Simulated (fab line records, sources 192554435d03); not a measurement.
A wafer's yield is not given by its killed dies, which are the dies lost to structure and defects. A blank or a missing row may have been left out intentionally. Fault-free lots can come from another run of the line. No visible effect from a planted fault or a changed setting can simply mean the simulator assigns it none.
Which of the tools did it?	flow n5-finfet	12 lots with 36 wafers sampled at 5 steps, on a route of 1938 steps

WHAT EACH GAUGE READ, for each wafer
N5_BEOL_M13_OVL_MEAS_29.
lot	measured	on	M13_OVL (nm)
L074	day 12 13:52	overlay-01	-4 0 -5
L075	day 12 17:50	overlay-01	-2 -4 -3
L079	day 13 18:14	overlay-01	1 -1 0
L081	day 13 18:45	overlay-02	1 -3 1
L083	day 14 23:11	overlay-01	0 6 4
L087	day 15 10:09	overlay-01	11 7 0
L086	day 15 13:55	overlay-01	1 3 5
L090	day 16 20:07	overlay-01	7 9 -4
L088	day 16 20:47	overlay-01	-5 0 -5
L094	day 17 16:22	overlay-01	-7 -7 -1
L095	day 17 21:59	overlay-02	6 -1 5
L096	day 18 08:11	overlay-02	8 0 6

WHAT TOOL EACH LOT RAN ON (gives the tool, then ch and the chambers of the sampled wafers, and finally the start)
lot	N5_BEOL_M11_STRIP_19	N5_BEOL_M11_ANNEAL_51	N5_BEOL_M11_CMP_52	N5_BEOL_M12_ETCH_59
L074	rie-diel-01 ch 0,2, day 12 01:08	rtp-anneal-01 ch 0, day 12 06:04	cmp-04 ch 1,2,3, day 12 06:33	rie-diel-04 ch 0,2,3, day 12 07:31
L075	rie-diel-02 ch 1,3, day 12 04:38	rtp-anneal-01 ch 0, day 12 09:14	cmp-04 ch 0,1,3, day 12 09:32	rie-diel-03 ch 0,1,2, day 12 10:34
L079	rie-diel-02 ch 0,2, day 13 05:06	rtp-anneal-02 ch 0, day 13 11:34	cmp-04 ch 0,3, day 13 11:49	rie-diel-06 ch 0,1,2, day 13 12:52
L081	rie-diel-02 ch 1,2,3, day 13 05:50	rtp-anneal-01 ch 0, day 13 11:33	cmp-01 ch 0,1, day 13 11:52	rie-diel-04 ch 0,1, day 13 12:54
L083	rie-diel-02 ch 0,1,3, day 14 10:47	rtp-anneal-02 ch 0, day 14 15:04	cmp-02 ch 0,2,3, day 14 15:38	rie-diel-06 ch 0,1,3, day 14 16:46
L087	rie-diel-01 ch 0,2,3, day 14 21:13	rtp-anneal-01 ch 0, day 15 01:38	cmp-02 ch 1,3, day 15 01:55	rie-diel-06 ch 1,2, day 15 02:59
L086	rie-diel-05 ch 2,3, day 15 00:46	rtp-anneal-02 ch 0, day 15 04:59	cmp-04 ch 0,2,3, day 15 05:17	rie-diel-03 ch 0,1,2, day 15 06:22
L090	rie-diel-02 ch 0,1,3, day 16 07:55	rtp-anneal-01 ch 0, day 16 11:40	cmp-02 ch 1,2, day 16 12:11	rie-diel-06 ch 1,2, day 16 13:18
L088	rie-diel-01 ch 1,2,3, day 16 08:39	rtp-anneal-02 ch 0, day 16 12:17	cmp-04 ch 0,1, day 16 12:35	rie-diel-04 ch 2,3, day 16 13:47
L094	rie-diel-05 ch 0,1, day 16 20:39	rtp-anneal-01 ch 0, day 17 02:32	cmp-02 ch 0,3, day 17 02:45	rie-diel-03 ch 0,1,3, day 17 03:55
L095	rie-diel-02 ch 0,2, day 17 05:37	rtp-anneal-02 ch 0, day 17 11:51	cmp-04 ch 0,2,3, day 17 12:10	rie-diel-06 ch 2,3, day 17 13:40
L096	rie-diel-05 ch 0,1, day 17 18:58	rtp-anneal-02 ch 0, day 17 23:48	cmp-02 ch 0,1,3, day 18 00:05	rie-diel-03 ch 0,1,3, day 18 01:10
- N5_BEOL_M11_STRIP_19: strips in O2.
- N5_BEOL_M11_ANNEAL_51: time 90 s.
- N5_BEOL_M11_CMP_52: polishes, stops on SiCOH lowk, t overpolish 7 s, target thk 140 nm.
- N5_BEOL_M12_ETCH_59: etches BARC in N2/H2, target depth 89 nm, overetch 26.7 nm, time 67.9 s.

THE ANSWER, worked out from the rows above alone
Rule: what is usual is taken from the lots themselves. The widest of any qualifying gaps counts: lots, ordered by their means at a reading, are off when they make up no more than a third of the lots, leave a main group of 4 or more, and stand apart from it by 3 or more times the standard deviation of that group's means. A main group whose means are all the same, to the digits that the tables above print for the reading, isn't used. A lot without any number at a reading at which 4 lots or more have one is off too. Any other lot the step has rows for is counted as sound.
No lot is off at any reading shown: from this, nothing can be told.

WHAT HAD BEEN PUT IN BY THE SIMULATOR
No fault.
